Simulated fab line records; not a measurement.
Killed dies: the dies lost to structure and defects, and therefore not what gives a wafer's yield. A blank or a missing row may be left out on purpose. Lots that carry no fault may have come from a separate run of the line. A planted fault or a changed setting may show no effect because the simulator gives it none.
What tool caused it? -- flow n5_finfet -- 24 wafers from 8 lots sampled at 9 of the route's 1938 steps

WHAT THE GAUGES SHOWED, per wafer
N5_FIN_SAQP_INSPECT_18: inspects for defects (brightfield). Usual: raw_defect_count at 424, with a standard deviation of 110.
lot,measured,on,raw_defect_count,flag
L301,day 2 00:23,defect_inspect-02,425 408 392,
L302,day 2 04:04,defect_inspect-02,420 360 402,
L304,day 2 16:53,defect_inspect-02,347 448 522,
L309,day 3 22:16,defect_inspect-01,1249 600 455,OFF
L310,day 4 04:37,defect_inspect-01,266 320 363,
L311,day 4 09:35,defect_inspect-01,463 555 331,
L316,day 5 15:31,defect_inspect-01,382 410 377,
L322,day 7 04:47,defect_inspect-02,365 280 245,

N5_FIN_SAQP_INSPECT_40: inspects for defects (brightfield). Usual: raw_defect_count at 227, with a standard deviation of 61.
lot,measured,on,raw_defect_count,flag
L301,day 2 04:47,defect_inspect-01,230 246 180,
L302,day 2 08:28,defect_inspect-01,266 277 261,
L304,day 2 21:38,defect_inspect-02,231 208 242,
L309,day 4 03:38,defect_inspect-01,871 323 238,OFF
L310,day 4 10:31,defect_inspect-02,100 173 183,
L311,day 4 14:26,defect_inspect-02,357 173 158,
L316,day 5 20:44,defect_inspect-02,195 163 227,
L322,day 7 09:58,defect_inspect-02,153 172 149,

N5_FIN_CUT_INSPECT_10: inspects for defects (brightfield). Usual: raw_defect_count at 42, with a standard deviation of 13.
lot,measured,on,raw_defect_count,flag
L301,day 2 05:10,defect_inspect-02,36 36 36,
L302,day 2 08:51,defect_inspect-01,44 54 46,
L304,day 2 22:01,defect_inspect-02,29 38 35,
L309,day 4 04:08,defect_inspect-01,631 59 47,OFF
L310,day 4 10:55,defect_inspect-02,22 28 32,
L311,day 4 14:49,defect_inspect-01,59 28 36,
L316,day 5 21:08,defect_inspect-01,32 31 47,
L322,day 7 10:29,defect_inspect-01,28 29 25,

N5_FIN_CUT_INSPECT_17: inspects for defects (brightfield). Usual: raw_defect_count at 228, with a standard deviation of 60.
lot,measured,on,raw_defect_count,flag
L301,day 2 06:14,defect_inspect-02,225 220 166,
L302,day 2 09:50,defect_inspect-02,278 268 262,
L304,day 2 22:59,defect_inspect-01,247 219 260,
L309,day 4 05:06,defect_inspect-02,861 320 208,OFF
L310,day 4 11:53,defect_inspect-02,100 169 179,
L311,day 4 15:47,defect_inspect-02,325 179 166,
L316,day 5 22:08,defect_inspect-01,225 199 239,
L322,day 7 11:28,defect_inspect-02,154 165 144,

N5_BEOL_M4_RC_MEAS_101. Usual: DIBL_N 37.2 mV/V, standard deviation 1.8; DIBL_P 37.5 mV/V, standard deviation 2.5; IOFF_N 0.17 nA/um, standard deviation 0.038; IOFF_P 0.24 nA/um, standard deviation 0.046; ION_N 681 uA/um, standard deviation 13; ION_P 469 uA/um, standard deviation 8.5; SS_N 71.7 mV/dec, standard deviation 0.6; SS_P 73.6 mV/dec, standard deviation 0.69; VT_N 249 mV, standard deviation 3.4; VT_P -248 mV, standard deviation 3.6.
lot,measured,on,DIBL_N (mV/V),DIBL_P (mV/V),IOFF_N (nA/um),IOFF_P (nA/um),ION_N (uA/um),ION_P (uA/um),SS_N (mV/dec),SS_P (mV/dec),VT_N (mV),VT_P (mV),flag
L301,day 7 19:19,prober-01,37.7 37.1 34.6,36.6 35.3 33.2,0.20 0.16 0.14,0.28 0.25 0.22,690 673 667,478 466 463,72.4 71.7 70.9,73.8 73.3 72.3,248 251 252,-245 -246 -245,
L302,day 7 23:09,prober-02,34.2 35.2 36.5,33.7 34.3 36.2,0.12 0.14 0.16,0.18 0.20 0.23,651 661 690,450 456 474,70.9 71.7 71.4,72.6 73.1 73.9,255 253 248,-254 -250 -247,
L304,day 8 15:36,prober-01,39.9 36.9 38.6,42.1 37.2 39.4,0.24 0.15 0.19,0.28 0.19 0.21,695 686 673,472 467 454,71.9 71.3 71.7,73.5 72.6 73.9,246 251 249,-249 -255 -253,
L309,day 9 19:54,prober-02,37.2 35.4 34.3,37.6 34.7 33.6,0.18 0.14 0.12,0.25 0.20 0.18,678 667 666,470 464 461,72.1 71.1 70.8,73.8 73.0 72.5,247 252 252,-246 -251 -249,
L310,day 10 15:47,prober-01,36.1 38.9 36.3,39.2 41.4 38.1,0.18 0.24 0.17,0.24 0.29 0.22,684 694 670,465 478 459,72.3 72.1 72.2,74.3 75.1 73.6,249 244 253,-248 -245 -251,
L311,day 10 18:56,prober-02,38.3 38.7 36.6,38.1 39.1 35.9,0.19 0.21 0.15,0.25 0.25 0.21,679 701 673,466 474 462,72.0 71.2 71.4,74.4 74.9 73.6,249 244 250,-248 -248 -250,
L316,day 11 22:26,prober-02,37.3 37.1 37.8,37.5 37.0 38.7,0.16 0.16 0.17,0.25 0.24 0.27,684 678 687,475 473 477,71.5 71.6 72.3,72.4 73.1 73.7,250 251 249,-246 -248 -244,
L322,day 13 03:29,prober-02,35.3 37.5 37.3,35.2 38.9 38.8,0.15 0.19 0.19,0.19 0.25 0.25,680 699 686,467 480 471,71.8 72.2 71.8,73.1 73.8 73.8,246 246 246,-249 -248 -247,

WHICH TOOL RAN EACH LOT (tool, then ch and the chambers of the sampled wafers, then the start)
lot,N5_FIN_SAQP_PRECLEAN_00,N5_FIN_SAQP_PECVD_48,N5_FIN_SAQP_HM_DEP_72,N5_FIN_SAQP_ETCH_51
L301,"wet_bench-05 ch 0,1,2, day 1 21:04","pecvd-01 ch 0,1,2, day 1 23:42","pecvd-01 ch 0,1,2, day 1 23:52","rie_diel-01 ch 0,1, day 2 00:27"
L302,"wet_bench-01 ch 1,3,5, day 2 02:44","pecvd-01 ch 1,2, day 2 03:23","pecvd-01 ch 0,1,2, day 2 03:34","rie_diel-01 ch 0,1,2, day 2 04:08"
L304,"wet_bench-05 ch 1,2,3, day 2 14:43","pecvd-03 ch 0,1, day 2 16:10","pecvd-04 ch 0,1,2, day 2 16:22","rie_diel-03 ch 0,1,3, day 2 17:03"
L309,"wet_bench-05 ch 2,5,6, day 3 20:55","pecvd-03 ch 0,1,2, day 3 21:35","pecvd-04 ch 0,2, day 3 21:45","rie_diel-06 ch 1,2, day 3 22:33"
L310,"wet_bench-01 ch 1,2,7, day 4 03:03","pecvd-03 ch 1,2, day 4 03:53","pecvd-01 ch 0,1,2, day 4 04:05","rie_diel-06 ch 0,3, day 4 06:06"
L311,"wet_bench-04 ch 0,2,6, day 4 08:14","pecvd-01 ch 0,1,2, day 4 08:55","pecvd-04 ch 0,1, day 4 09:05","rie_diel-06 ch 0,1,2, day 4 09:54"
L316,"wet_bench-01 ch 1,2,7, day 5 14:14","pecvd-01 ch 0,1,2, day 5 14:59","pecvd-04 ch 0,1,2, day 5 15:10","rie_diel-01 ch 0,2,3, day 5 15:50"
L322,"wet_bench-04 ch 2,4,6, day 7 03:24","pecvd-01 ch 0,1,2, day 7 04:05","pecvd-03 ch 1,2, day 7 04:15","rie_diel-06 ch 0,1,3, day 7 05:11"
- N5_FIN_SAQP_PRECLEAN_00: cleans in SC1, time 60 s.
- N5_FIN_SAQP_PECVD_48: deposits SiNx from SiH4/NH3/N2, target thk 25 nm, time 22.1 s.
- N5_FIN_SAQP_HM_DEP_72: deposits SiO2 from SiH4/N2O, target thk 12 nm, time 7.2 s.
- N5_FIN_SAQP_ETCH_51: etches SiARC in CF4, target depth 45.5 nm, time 75.8 s.

WHAT THE TOOLS THEMSELVES READ (means of the sampled wafers that have a number; where no wafer has one, the mark that the record gives instead)
N5_FIN_SAQP_PRECLEAN_00. Usual: nh4oh_flow_mL_min at 28.30, with a standard deviation of 0.087.
lot,tool,nh4oh_flow_mL_min,flag
L301,wet_bench-05,28.24,
L302,wet_bench-01,28.28,
L304,wet_bench-05,28.32,
L309,wet_bench-05,28.24,
L310,wet_bench-01,28.38,
L311,wet_bench-04,28.21,
L316,wet_bench-01,28.27,
L322,wet_bench-04,28.33,

N5_FIN_SAQP_PECVD_48. Usual: heater_power_w 722 W, standard deviation 70; showerhead_plenum_p_Torr 5.13 Torr, standard deviation 0.064; throttle_valve_pct 40.3 %, standard deviation 2.3.
lot,tool,heater_power_w (W),showerhead_plenum_p_Torr (Torr),throttle_valve_pct (%),flag
L301,pecvd-01,752,5.09,39.8,
L302,pecvd-01,802,5.12,40.5,
L304,pecvd-03,768,5.19,40.4,
L309,pecvd-03,698,5.14,39.4,
L310,pecvd-03,689,5.11,38.2,
L311,pecvd-01,805,5.10,39.9,
L316,pecvd-01,768,5.09,40.2,
L322,pecvd-01,782,5.10,40.0,

N5_FIN_SAQP_HM_DEP_72. Usual: heater_power_w 728 W, standard deviation 65; showerhead_plenum_p_Torr 8.13 Torr, standard deviation 0.13.
lot,tool,heater_power_w (W),showerhead_plenum_p_Torr (Torr),flag
L301,pecvd-01,713,8.05,
L302,pecvd-01,747,8.04,
L304,pecvd-04,703,8.21,
L309,pecvd-04,714,8.15,
L310,pecvd-01,715,8.05,
L311,pecvd-04,699,8.16,
L316,pecvd-04,710,8.20,
L322,pecvd-03,709,8.09,

N5_FIN_SAQP_ETCH_51. Usual: drypump_motor_current_A 5.8 A, standard deviation 0.51; etch_rf_on_time_s 75.6 s, standard deviation 1.6; oes_product_au 0.74 a.u., standard deviation 0.065; rf_vpp_V 184.4 V, standard deviation 1.2; showerhead_plenum_p_Torr 2.17 Torr, standard deviation 0.073; throttle_valve_pct 15.60 %, standard deviation 0.21.
lot,tool,drypump_motor_current_A (A),etch_rf_on_time_s (s),oes_product_au (a.u.),rf_vpp_V (V),showerhead_plenum_p_Torr (Torr),throttle_valve_pct (%),flag
L301,rie_diel-01,5.7,74.8,0.81,184.5,2.13,15.60,
L302,rie_diel-01,5.8,77.4,0.72,183.7,2.17,15.70,
L304,rie_diel-03,5.8,75.3,0.70,185.2,2.22,15.72,
L309,rie_diel-06,5.3,75.2,0.70,183.1,2.10,15.62,
L310,rie_diel-06,6.5,75.1,0.80,186.2,2.28,15.25,
L311,rie_diel-06,5.7,75.1,0.74,184.9,2.17,15.45,
L316,rie_diel-01,5.7,76.8,0.74,184.7,2.18,15.57,
L322,rie_diel-06,6.3,74.4,0.77,185.2,2.24,15.40,

THE ANSWER, worked out from the rows above alone
Rule: a lot is off if the mean of its wafers that have a number lies more than 3 standard deviations from the usual mean. Also off: a lot with no number at a reading for which 4 or more lots have one. Any other lot the step has rows for is counted as sound. First the gauges in route order, then the tools' own readings, where a lot's mean is used as printed above. The first step at which some lot is off is used, and at that step the reading that is off furthest; a lot without a number counts as furthest.
Off, at N5_FIN_SAQP_INSPECT_18 on raw_defect_count: L309.
A tool fits if, at a process step before that reading, it ran every lot that is off, and no sound lot after the first of them. Not tried: the gauges at N5_FIN_SAQP_INSPECT_18; whatever is off there is also off at N5_FIN_CUT_INSPECT_17, on other tools, and gauge error can't account for it. One fits: wet_bench-05 at N5_FIN_SAQP_PRECLEAN_00. A fault onset in the window from L304 (day 2 14:43, its last sound lot) to L309 (day 3 20:55, its first lot off) fits.

WHAT WAS PUT IN BY THE SIMULATOR
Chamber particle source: wet_bench-05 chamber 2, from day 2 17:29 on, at N5_FIN_SAQP_PRECLEAN_00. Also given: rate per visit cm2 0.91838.
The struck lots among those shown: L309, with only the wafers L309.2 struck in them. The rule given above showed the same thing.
